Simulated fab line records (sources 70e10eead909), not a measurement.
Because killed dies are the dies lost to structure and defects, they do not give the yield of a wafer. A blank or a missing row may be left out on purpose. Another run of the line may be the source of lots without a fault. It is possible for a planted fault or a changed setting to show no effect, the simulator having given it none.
Matching of chambers | flow nand_harc | 4 sister chambers for NHARC_A_CHANNEL_FILL_D1_ALD_16 on ald_hk-01
The step deposits SiO2, target thk 1.5 nm, pulse time 10 s, ald cycles 15. 4 wafers are shown with their chamber, then 7 later ones without.

== WAFERS PAIRED WITH THEIR CHAMBERS ==
wafer  | chamber | heater_power_w (W)
L077.4 | 0       | 622
L086.5 | 3       | 521
L088.2 | 2       | 460
L088.3 | 1       | 554

== WAFERS MISSING THEIR CHAMBER ==
wafer  | heater_power_w (W)
L088.6 | 527
L092.1 | 534
L092.3 | 631
L092.5 | 556
L094.1 | 616
L094.2 | 538
L094.3 | 462

== EACH ONE'S CHAMBER ==
wafer  | from the rows above     | in truth
L088.6 | 3                       | 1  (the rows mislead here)
L092.1 | can't be placed: 3 or 1 | 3
L092.3 | 0                       | 0
L092.5 | 1                       | 1
L094.1 | 0                       | 0
L094.2 | can't be placed: 1 or 3 | 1
L094.3 | 2                       | 2
Placed correctly: 4 of 7. Not placeable from these rows: 2 (in 2, the candidates include the true chamber). Placed wrongly: 1.
How it was worked out, from the rows above alone: a wafer's distance from a chamber is the root of the sum, over the readings, of the square of ((its reading less the chamber's mean) divided by the reading's scatter). If the next closest chamber is less than 2 further off than the closest, the wafer can't be placed; otherwise it belongs to the closest. Each chamber's mean is taken over the wafers shown for it. The scatter (one wafer shown for each chamber): square how far every hidden wafer sits from the nearest shown wafer, average those squares and take the square root.
